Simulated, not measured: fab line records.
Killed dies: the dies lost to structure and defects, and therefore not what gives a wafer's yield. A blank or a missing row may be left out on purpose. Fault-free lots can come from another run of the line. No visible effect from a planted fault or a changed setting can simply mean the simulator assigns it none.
Struck lot and sound lot, side by side ; flow nandHarc ; 14 out of 1159 route steps
Sound: the wafers L799.2, L799.4, L799.5. Struck: wafers L813.2, L813.5. At the end, the cause is stated.
Per side, at each step with rows, come the tool, then ch with its chambers, and then its first start. Under that, the readings that differ: sound wafers ; struck wafers ; difference of the means ; sigmas: that difference in standard deviations of wafers without a fault.
alike: readings whose means differ by less than 2 such deviations, and words and numbers that are the same on both sides. not compared: withheld readings, readings that some wafer has no value for, bounds like >300 that may hide the same value, and numbers for which the record gives no deviation and whose values overlap.
The two part at a step that has a row with sigmas, a row that says differs or no value, or rows on one side only. When numbers do not overlap yet have no deviation, they are printed without sigmas and do not part them. A reading that every wafer of one side lacks parts them only if that side has two wafers or more.

first, 7 steps without rows for these wafers: NHARC_A_STAIRCASE_COAT_178; NHARC_A_STAIRCASE_SOFTBAKE_179 (time 170 s); NHARC_A_STAIRCASE_EBR_180; NHARC_A_STAIRCASE_EXPOSE_181 (exposes mask STAIR 2); NHARC_A_STAIRCASE_PEB_182 (peb time 130 s); NHARC_A_STAIRCASE_DEVELOP_183 (time 140 s); NHARC_A_STAIRCASE_HARDBAKE_185 (time 140 s).
NHARC_A_STAIRCASE_DESCUM_186: chemistry O2, time 3 s.
  sound on rieDiel-05 ch 0,1,2, day 12 05:37; struck on rieDiel-07 ch 0,3, day 15 10:36
  alike: drypumpMotorCurrentA, oesProductAu, rfVppV, showerheadPlenumPTorr, throttleValvePct
  not compared: rfHoursCounterH
NHARC_A_STAIRCASE_TRIM_187: chemistry O2, time 211.2 s.
  sound on rieDiel-05 ch 0,2,3, day 12 05:42; struck on rieDiel-07 ch 2,3, day 15 10:45
  alike: drypumpMotorCurrentA, oesProductAu, rfVppV, showerheadPlenumPTorr, throttleValvePct
  not compared: rfHoursCounterH
NHARC_A_STAIRCASE_ETCH_188: etches the open film in C4F8/O2, target depth 100 nm, time 40.5 s.
  sound on rieDiel-05 ch 0,3; struck on rieDiel-07 ch 0,1
reading;sound;struck;difference;sigmas
rfVppV (V);901 904 900;892 888;-12;-2
  alike: oesProductAu, rfFwdPowerW, runLengthS
  not compared: rfHoursCounterH
NHARC_A_STAIRCASE_TRIM_189: chemistry O2, time 211.2 s.
  sound on rieDiel-05 ch 0,3; struck on rieDiel-07 ch 0,3
  alike: drypumpMotorCurrentA, oesProductAu, rfVppV, showerheadPlenumPTorr, throttleValvePct
  not compared: rfHoursCounterH
NHARC_A_STAIRCASE_ETCH_190: etches the open film in C4F8/O2, target depth 100 nm, time 40.5 s.
  sound on rieDiel-05 ch 0,1,2, day 12 06:13; struck on rieDiel-07 ch 0,3, day 15 12:01
reading;sound;struck;difference;sigmas
runLengthS (s);62.6 61.5 62.1;71.6 70.9;+9.2;+25
  alike: oesProductAu, rfFwdPowerW, rfVppV
  not compared: rfHoursCounterH
NHARC_A_STAIRCASE_TRIM_191: chemistry O2, time 211.2 s.
  sound on rieDiel-05 ch 1,3; struck on rieDiel-07 ch 0,1
  alike: drypumpMotorCurrentA, oesProductAu, rfVppV, showerheadPlenumPTorr, throttleValvePct
  not compared: rfHoursCounterH
-- record jumps: 8 days between struck wafers' starts before vs after; left off in module A_STAIRCASE, resumes in module END, first step shown is number 1159 of the route --
NHARC_END_SORT_01:
  the record has rows for the struck wafers here (prober-02 ch 0, day 23 22:31) and none for the sound ones

WHERE THEY PART
At NHARC_A_STAIRCASE_ETCH_188 first; at NHARC_END_SORT_01 last (within this record only).

WHY: whatever the simulator had introduced
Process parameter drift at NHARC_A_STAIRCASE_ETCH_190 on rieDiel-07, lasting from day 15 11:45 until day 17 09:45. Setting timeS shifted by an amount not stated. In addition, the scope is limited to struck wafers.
